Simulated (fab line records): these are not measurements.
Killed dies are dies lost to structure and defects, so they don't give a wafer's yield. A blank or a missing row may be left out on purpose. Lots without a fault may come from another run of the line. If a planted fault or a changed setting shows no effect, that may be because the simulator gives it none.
Split-lot study / flow n5Finfet / 21 wafers read across 7 lots, on a route 1938 steps long

== THE SPLIT ITSELF ==
At N5_BEOL_M11_EXPOSE_25 (exposes mask V10), the setting doseMj was moved away from the recipe's 85.5 on 5 of the 21 wafers read, by -7.3% to +3.9%. All remaining wafers had this setting at the recipe value.

== FROM THE SPLIT TO THE READING: what the file shows between them, 2 steps ==
- N5_BEOL_M11_PEB_26: peb time 60 s
- N5_BEOL_M11_DEVELOP_27: develop time 30 s

== THE READING ==
At N5_BEOL_M11_CD_MEAS_28: cdNm in nanometres, against a target cd of 70 nm. On this fab line, fault-free wafers typically give 69.7 nm with a standard deviation of 1.2 nm.

wafer=L077.1; tool, chamber at the split=arfiScanner-03, 0; doseMj as run=85.5; against the recipe=recipe; cdNm, nm=69.4; against lot-mates on the recipe=-
wafer=L077.2; tool, chamber at the split=arfiScanner-03, 0; doseMj as run=85.5; against the recipe=recipe; cdNm, nm=70.5; against lot-mates on the recipe=-
wafer=L077.6; tool, chamber at the split=arfiScanner-03, 0; doseMj as run=85.5; against the recipe=recipe; cdNm, nm=68.8; against lot-mates on the recipe=-
wafer=L079.2; tool, chamber at the split=arfiScanner-01, 0; doseMj as run=79.29; against the recipe=-7.3%; cdNm, nm=63.6; against lot-mates on the recipe=-4.3
wafer=L079.4; tool, chamber at the split=arfiScanner-01, 0; doseMj as run=85.5; against the recipe=recipe; cdNm, nm=67.4; against lot-mates on the recipe=-
wafer=L079.6; tool, chamber at the split=arfiScanner-01, 0; doseMj as run=85.5; against the recipe=recipe; cdNm, nm=68.4; against lot-mates on the recipe=-
wafer=L080.3; tool, chamber at the split=arfiScanner-03, 0; doseMj as run=85.5; against the recipe=recipe; cdNm, nm=69.5; against lot-mates on the recipe=-
wafer=L080.4; tool, chamber at the split=arfiScanner-03, 0; doseMj as run=88.18; against the recipe=+3.1%; cdNm, nm=72.9; against lot-mates on the recipe=+2.5
wafer=L080.6; tool, chamber at the split=arfiScanner-03, 0; doseMj as run=85.5; against the recipe=recipe; cdNm, nm=71.3; against lot-mates on the recipe=-
wafer=L081.1; tool, chamber at the split=arfiScanner-03, 0; doseMj as run=87.62; against the recipe=+2.5%; cdNm, nm=72.6; against lot-mates on the recipe=+2.7
wafer=L081.2; tool, chamber at the split=arfiScanner-03, 0; doseMj as run=85.5; against the recipe=recipe; cdNm, nm=69.9; against lot-mates on the recipe=-
wafer=L081.3; tool, chamber at the split=arfiScanner-03, 0; doseMj as run=87.62; against the recipe=+2.5%; cdNm, nm=70.8; against lot-mates on the recipe=+0.9
wafer=L083.1; tool, chamber at the split=arfiScanner-01, 0; doseMj as run=85.5; against the recipe=recipe; cdNm, nm=69.3; against lot-mates on the recipe=-
wafer=L083.3; tool, chamber at the split=arfiScanner-01, 0; doseMj as run=88.8; against the recipe=+3.9%; cdNm, nm=72.7; against lot-mates on the recipe=+3.5
wafer=L083.6; tool, chamber at the split=arfiScanner-01, 0; doseMj as run=85.5; against the recipe=recipe; cdNm, nm=69.0; against lot-mates on the recipe=-
wafer=L085.2; tool, chamber at the split=arfiScanner-02, 0; doseMj as run=85.5; against the recipe=recipe; cdNm, nm=70.5; against lot-mates on the recipe=-
wafer=L085.4; tool, chamber at the split=arfiScanner-02, 0; doseMj as run=85.5; against the recipe=recipe; cdNm, nm=70.8; against lot-mates on the recipe=-
wafer=L085.6; tool, chamber at the split=arfiScanner-02, 0; doseMj as run=85.5; against the recipe=recipe; cdNm, nm=71.2; against lot-mates on the recipe=-
wafer=L096.4; tool, chamber at the split=arfiScanner-02, 0; doseMj as run=85.5; against the recipe=recipe; cdNm, nm=70.7; against lot-mates on the recipe=-
wafer=L096.5; tool, chamber at the split=arfiScanner-02, 0; doseMj as run=85.5; against the recipe=recipe; cdNm, nm=72.3; against lot-mates on the recipe=-
wafer=L096.6; tool, chamber at the split=arfiScanner-02, 0; doseMj as run=85.5; against the recipe=recipe; cdNm, nm=70.3; against lot-mates on the recipe=-

FIT RESULTS
A straight line over all 21 wafers: cdNm changes by +0.834 nm for each +1% of doseMj; r = +0.84; the points scatter about the line by 1.2 nm.
The same after taking each lot's own level away (the mean of its wafers on the recipe; 21 wafers): +0.682 nm for each +1%; r = +0.91; scatter 0.69 nm.
Per that fit: largest doseMj move, reading shift of 5 nm.
Across the lots, their own levels run from 67.90 to 71.10 nm, a range of 2.7 times the standard deviation given above.
Hence the slope depends on the lot-to-lot level, as the two fits are not the same.
Check: with one of the wafers moved furthest among these (-7.3%) left out of the fit, the line predicts -6.02 nm for it against its lot-mates. It came out at -4.3 nm against them.

== FURTHER SPLITS ON THESE WAFERS ==
Other splits were also applied to these wafers ahead of the reading. Each is held against what the fit with the lots' levels taken away leaves over:
other split on the same wafers=N5_BEOL_M9_EXPOSE_08 doseMj; wafers away from the commonest value=10; r with cdNm (lot level and that fit taken away)=-0.11
other split on the same wafers=N5_BEOL_M10_COAT_60 spinRpm; wafers away from the commonest value=8; r with cdNm (lot level and that fit taken away)=+0.30
other split on the same wafers=N5_BEOL_M10_COAT_05 spinRpm; wafers away from the commonest value=10; r with cdNm (lot level and that fit taken away)=-0.02

== FILE'S OWN FIT ==
cdNm changes by +0.684 nm for each +1% of doseMj, r = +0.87.
